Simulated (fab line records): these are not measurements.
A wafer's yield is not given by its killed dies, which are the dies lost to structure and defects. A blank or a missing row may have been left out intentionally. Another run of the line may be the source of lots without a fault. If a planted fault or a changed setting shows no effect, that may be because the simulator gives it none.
Matching of chambers | flow n5Finfet | N5_BEOL_M0_SAQP_PECVD_04 on pecvd-02: 3 sister chambers
The step deposits a-Si from SiH4/He, target thk 60 nm, time 60.2 s. 3 wafers are shown with their chamber, then 8 later ones without.

## WAFERS, EACH WITH ITS CHAMBER
wafer  | chamber | showerheadPlenumPTorr (Torr)
L093.1 | 2       | 5.71
L093.3 | 0       | 5.63
L094.2 | 1       | 5.67

## WAFERS WITH NO CHAMBER GIVEN
wafer  | showerheadPlenumPTorr (Torr)
L094.3 | 5.62
L094.6 | 5.67
L096.1 | 5.71
L096.3 | 5.67
L096.4 | 5.67
L097.1 | 5.64
L097.2 | 5.67
L097.5 | 5.63

## WHICH CHAMBER EACH ONE RAN IN
wafer  | from the rows above | in truth
L094.3 | 0                   | 0
L094.6 | 1                   | 1
L096.1 | 2                   | 2
L096.3 | 1                   | 1
L096.4 | 1                   | 1
L097.1 | 0                   | 0
L097.2 | 1                   | 1
L097.5 | 0                   | 0
8 of 8 placed correctly. Number that these rows cannot place: 0. Wrongly placed: 0.
How it was worked out, from the rows above alone: a wafer's distance from a chamber is the root of the sum, over the readings, of the square of ((its reading less the chamber's mean) divided by the reading's scatter). The wafer belongs to the nearest chamber; if the next one is less than 2 further off, it can't be placed. For every chamber, the mean is computed from those of its wafers that are shown. The scatter (one wafer shown for each chamber): square how far every hidden wafer sits from the nearest shown wafer, average those squares and take the square root.
